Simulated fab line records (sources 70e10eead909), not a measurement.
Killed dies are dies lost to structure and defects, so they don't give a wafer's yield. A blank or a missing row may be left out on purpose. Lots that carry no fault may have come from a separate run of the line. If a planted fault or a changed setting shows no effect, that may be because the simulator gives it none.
Chamber matching ; flow nand harc ; NHARC_A_CHANNEL_HOLE_D1_DEP_01 on pecvd-01: 3 sister chambers
The step deposits SiON, target thk 140 nm. 6 wafers are shown with their chamber, then 9 later ones without.

WAFERS WITH THEIR CHAMBER
wafer;chamber;heater power w (W)
L084.1;1;712
L084.6;1;705
L086.5;0;1010
L090.1;2;748
L090.3;0;880
L090.6;2;755

WAFERS WITHOUT THEIR CHAMBER
wafer;heater power w (W)
L091.1;957
L091.3;777
L091.5;989
L091.2;722
L091.4;731
L091.6;780
L097.1;1062
L097.3;664
L097.6;739

WHICH CHAMBER EACH ONE RAN IN
wafer;from the rows above;in truth
L091.1;0;0
L091.3;can't be placed: 2 or 1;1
L091.5;0;0
L091.2;can't be placed: 1 or 2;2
L091.4;can't be placed: 2 or 1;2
L091.6;can't be placed: 2 or 1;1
L097.1;0;0
L097.3;can't be placed: 1 or 2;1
L097.6;can't be placed: 2 or 1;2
Correct placement for 3 of the 9. Can't be placed from these rows: 6 (the true chamber is among the candidates in 6). 0 placed wrongly.
How it was worked out, from the rows above alone: a wafer's distance from a chamber is the root of the sum, over the readings, of the square of ((its reading less the chamber's mean) divided by the reading's scatter). If the next closest chamber is less than 2 further off than the closest, the wafer can't be placed; otherwise it belongs to the closest. The mean given for a chamber averages the wafers shown for that chamber. The scatter is the square root of a quotient: the sum, over the shown wafers, of each reading's squared deviation from its chamber's mean, divided by wafers minus chambers.
